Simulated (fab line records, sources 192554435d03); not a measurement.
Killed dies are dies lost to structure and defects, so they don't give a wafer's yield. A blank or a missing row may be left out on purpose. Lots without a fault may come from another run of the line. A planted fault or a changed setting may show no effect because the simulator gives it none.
Split-lot experiment | flow n5_finfet | 7 lots, 39 wafers read, on a route of 1938 steps

THE SPLIT
At N5_BEOL_M13_DESCUM_33 (chemistry O2, time 7.9 s), the setting time_s was moved away from the recipe's 7.9 s on 12 of the 39 wafers read, by -55.1% to +44.6%. The other wafers ran this setting at the recipe's value.

The reading is taken at the split's own step.

THE READING
coat_of_BEOL_M13_COAT_22.thk_nm (the simulator's own value, which no gauge read), in nm, at N5_BEOL_M13_DESCUM_33 (chemistry O2, time 7.9 s). The file gives no usual value for it. The 27 wafers here that ran the recipe average 283.0 nm, standard deviation 1 nm.

wafer  | tool, chamber at the split | time_s as run, s | against the recipe | coat_of_BEOL_M13_COAT_22.thk_nm, nm | against lot-mates on the recipe
L081.1 | rie_diel-02, 0             | 7.9              | recipe             | 281.6                               | -
L081.2 | rie_diel-02, 2             | 7.9              | recipe             | 282.2                               | -
L081.3 | rie_diel-02, 1             | 7.9              | recipe             | 281.4                               | -
L081.4 | rie_diel-02, 3             | 10.99            | +39.1%             | 280                                 | -1.7
L081.5 | rie_diel-02, 1             | 10.99            | +39.1%             | 280.6                               | -1.1
L081.6 | rie_diel-02, 0             | 10.99            | +39.1%             | 279.8                               | -1.9
L078.1 | rie_diel-03, 2             | 7.9              | recipe             | 283                                 | -
L078.2 | rie_diel-03, 0,2           | 7.9              | recipe             | 282.4                               | -
L078.5 | rie_diel-03, 0,2           | 7.9              | recipe             | 282.4                               | -
L078.3 | rie_diel-03, 3             | 6.713            | -15.0%             | 282.8                               | +0.2
L078.4 | rie_diel-03, 1             | 6.713            | -15.0%             | 283.6                               | +1.0
L078.6 | rie_diel-03, 1             | 6.713            | -15.0%             | 283.2                               | +0.6
L089.1 | rie_diel-03, 1             | 7.9              | recipe             | 282.4                               | -
L089.2 | rie_diel-03, 0,2           | 7.9              | recipe             | 282.2                               | -
L089.3 | rie_diel-03, 0,2           | 7.9              | recipe             | 282.2                               | -
L089.4 | rie_diel-03, 1             | 7.9              | recipe             | 281.2                               | -
L089.5 | rie_diel-03, 0             | 7.9              | recipe             | 281.6                               | -
L089.6 | rie_diel-03, 2             | 7.9              | recipe             | 282.6                               | -
L090.1 | rie_diel-01, 1             | 7.9              | recipe             | 283.8                               | -
L090.2 | rie_diel-01, 0             | 11.42            | +44.6%             | 282.4                               | -1.9
L090.4 | rie_diel-01, 0             | 11.42            | +44.6%             | 282.4                               | -1.9
L090.3 | rie_diel-01, 2             | 7.9              | recipe             | 284.8                               | -
L090.5 | rie_diel-01, 2             | 11.42            | +44.6%             | 282.2                               | -2.1
L090.6 | rie_diel-01, 1             | 7.9              | recipe             | 284.4                               | -
L088.3 | rie_diel-03, 0             | 7.9              | recipe             | 282.6                               | -
L088.5 | rie_diel-03, 0             | 7.9              | recipe             | 282.8                               | -
L088.6 | rie_diel-03, 2             | 7.9              | recipe             | 282                                 | -
L096.1 | rie_diel-01, 0,3           | 7.9              | recipe             | 283.4                               | -
L096.3 | rie_diel-01, 0,3           | 7.9              | recipe             | 283.4                               | -
L096.2 | rie_diel-01, 1,2           | 7.9              | recipe             | 283.6                               | -
L096.4 | rie_diel-01, 1,2           | 7.9              | recipe             | 283.6                               | -
L096.5 | rie_diel-01, 0,3           | 7.9              | recipe             | 284                                 | -
L096.6 | rie_diel-01, 0,3           | 7.9              | recipe             | 284                                 | -
L097.1 | rie_diel-03, 3             | 7.9              | recipe             | 284.6                               | -
L097.5 | rie_diel-03, 3             | 7.9              | recipe             | 284.6                               | -
L097.2 | rie_diel-03, 0             | 3.55             | -55.1%             | 286.6                               | +2.1
L097.3 | rie_diel-03, 2             | 7.9              | recipe             | 284.2                               | -
L097.4 | rie_diel-03, 1             | 3.55             | -55.1%             | 286                                 | +1.5
L097.6 | rie_diel-03, 0             | 3.55             | -55.1%             | 286.4                               | +1.9
Where a row lists several chambers, the file gives one row for several wafers and doesn't say which wafer went through which chamber.

THE FIT
A straight line over all 39 wafers: coat_of_BEOL_M13_COAT_22.thk_nm changes by -0.0486 nm for each +1% of time_s; r = -0.73; the points scatter about the line by 1.1 nm.
The same after taking each lot's own level away (the mean of its wafers on the recipe; 39 wafers): -0.0388 nm for each +1%; r = -0.93; scatter 0.35 nm.
On that fit, the largest move of time_s shifts the reading by 2.1 nm.
The lots' own levels span 281.73 to 284.47 nm, that is 2.6 times the standard deviation above.
So the lot-to-lot level blurs the effect unless lot-mates are compared.
Check: with one of the wafers moved furthest among these (-55.1%) left out of the fit, the line predicts +2.08 nm for it against its lot-mates. It came out at +2.13 nm against them.

OTHER SPLITS ON THESE WAFERS
These wafers also went through other splits before the reading. Each is held against what the fit with the lots' levels taken away leaves over:
other split on the same wafers | wafers away from the commonest value | r with coat_of_BEOL_M13_COAT_22.thk_nm (lot level and that fit taken away)
N5_BEOL_M6_ETCH_62 time_s      | 9                                    | +0.03
N5_BEOL_M8_ILD_DEP_00 time_s   | 15                                   | -0.02

THE FILE'S OWN FIT
coat_of_BEOL_M13_COAT_22.thk_nm changes by -0.0389 nm for each +1% of time_s, r = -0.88.
